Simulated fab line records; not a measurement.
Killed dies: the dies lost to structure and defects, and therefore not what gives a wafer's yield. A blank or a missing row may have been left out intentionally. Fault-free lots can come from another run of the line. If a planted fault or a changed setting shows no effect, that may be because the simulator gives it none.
Split-lot trial -- flow n5-finfet -- 21 wafers read across 7 lots, on a route 1938 steps long

## ABOUT THE SPLIT
At N5_BEOL_M10_VIA_ETCH_34 (etches SiCOH lowk in C4F6/O2, target depth 184.5 nm, time 69.2 s), the setting time-s was moved away from the recipe's 69.2 s on 8 of the 21 wafers read, by -14.2% to -7.0%. For the rest of the wafers, this setting stayed at what the recipe calls for.

The reading comes from the split's own step.

## THE READING
etch.depth-nm (the simulator's own value, which no gauge read), in nm, at N5_BEOL_M10_VIA_ETCH_34 (etches SiCOH lowk in C4F6/O2, target depth 184.5 nm, time 69.2 s). There is no usual value for it anywhere in the file. The 13 wafers here that ran the recipe average 182.2 nm, standard deviation 2.9 nm.

wafer,"tool, chamber at the split","time-s as run, s",against the recipe,"etch.depth-nm, nm",against lot-mates on the recipe
L076.3,"rie-diel-01, 0",69.2,recipe,185.2,-
L076.4,"rie-diel-01, 1",69.2,recipe,185.9,-
L076.5,"rie-diel-01, 3",69.2,recipe,180.6,-
L079.1,"rie-diel-02, 3",59.34,-14.2%,158,-22.1
L079.5,"rie-diel-02, 0",69.2,recipe,180.1,-
L079.6,"rie-diel-02, 3",59.34,-14.2%,158.2,-21.9
L085.1,"rie-diel-02, 0",69.2,recipe,178,-
L085.3,"rie-diel-02, 1",62.4,-9.8%,166.5,-11.6
L085.5,"rie-diel-02, 0",69.2,recipe,178.1,-
L087.3,"rie-diel-01, 0",69.2,recipe,184.7,-
L087.4,"rie-diel-01, 3",69.2,recipe,184.3,-
L087.5,"rie-diel-01, 1",69.2,recipe,187.3,-
L086.1,"rie-diel-04, 3",64.37,-7.0%,168.5,no lot-mate on the recipe
L086.2,"rie-diel-04, 2",64.37,-7.0%,167.6,no lot-mate on the recipe
L086.3,"rie-diel-04, 0",64.37,-7.0%,171.4,no lot-mate on the recipe
L089.1,"rie-diel-02, 3",62.93,-9.1%,168.6,-13.5
L089.4,"rie-diel-02, 2",62.93,-9.1%,170.7,-11.4
L089.5,"rie-diel-02, 1",69.2,recipe,182.1,-
L088.3,"rie-diel-04, 3",69.2,recipe,181.8,-
L088.4,"rie-diel-04, 2",69.2,recipe,181.4,-
L088.5,"rie-diel-04, 1",69.2,recipe,179.7,-

THE FIT
A straight line over all 21 wafers: etch.depth-nm changes by +1.65 nm for each +1% of time-s; r = +0.96; the points scatter about the line by 2.7 nm.
The same after taking each lot's own level away (the mean of its wafers on the recipe; 18 wafers): +1.46 nm for each +1%; r = +0.98; scatter 1.5 nm.
On that fit, the largest move of time-s shifts the reading by 21 nm.
The lots' own levels span 178.05 to 185.43 nm, that is 2.6 times the standard deviation above.
So the slope is not independent of the lot-to-lot level: the two fits are not the same.
Check: with one of the wafers moved furthest among these (-14.2%) left out of the fit, the line predicts -20 nm for it against its lot-mates. It came out at -22.1 nm against them.

## ADDITIONAL SPLITS CARRIED BY THESE WAFERS
These wafers also went through other splits before the reading. Each is held against what the fit with the lots' levels taken away leaves over:
other split on the same wafers,wafers away from the commonest value,r with etch.depth-nm (lot level and that fit taken away)
N5_BEOL_M7_TRENCH_ETCH_37 time-s,6,-0.11
N5_BEOL_M8_ETCH_62 source-w,6,+0.09
N5_BEOL_M9_COAT_60 spin-rpm,6,-0.48
N5_BEOL_M9_ETCH_62 time-s,8,-0.05

## FILE'S OWN FIT
etch.depth-nm changes by +1.41 nm for each +1% of time-s, r = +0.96.
